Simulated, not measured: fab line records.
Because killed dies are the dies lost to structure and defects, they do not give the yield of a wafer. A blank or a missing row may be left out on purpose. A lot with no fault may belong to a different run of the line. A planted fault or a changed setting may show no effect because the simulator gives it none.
Chamber matching | flow nand_harc | NHARC_A_STAIRCASE_TRIM_229 on rie_diel-07: 4 sister chambers
The step chemistry O2, time 211.2 s. 4 wafers are shown with their chamber, then 7 later ones without.

WAFERS WITH THEIR CHAMBER
wafer  | chamber | showerhead_plenum_p_Torr (Torr)
L393.6 | 2       | 3.56
L406.3 | 3       | 3.31
L406.6 | 0       | 3.78
L407.5 | 1       | 3.56

WAFERS WITHOUT THEIR CHAMBER
wafer  | showerhead_plenum_p_Torr (Torr)
L407.6 | 3.54
L408.2 | 3.31
L408.3 | 3.56
L408.5 | 3.31
L409.1 | 3.54
L409.2 | 3.78
L409.4 | 3.56

CHAMBER TAKEN BY EACH
wafer  | from the rows above     | in truth
L407.6 | can't be placed: 1 or 2 | 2
L408.2 | 3                       | 3
L408.3 | can't be placed: 1 or 2 | 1
L408.5 | 3                       | 3
L409.1 | can't be placed: 1 or 2 | 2
L409.2 | 0                       | 0
L409.4 | can't be placed: 1 or 2 | 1
3 of 7 placed correctly. Not placeable from these rows: 4 (in 4, the candidates include the true chamber). Number placed wrongly: 0.
How it was worked out, from the rows above alone: a wafer's distance from a chamber is the root of the sum, over the readings, of the square of ((its reading less the chamber's mean) divided by the reading's scatter). If the next closest chamber is less than 2 further off than the closest, the wafer can't be placed; otherwise it belongs to the closest. A chamber's mean is the mean of its shown wafers. The scatter: root of mean squared gap, hidden wafer to nearest shown wafer, with one shown wafer a chamber.
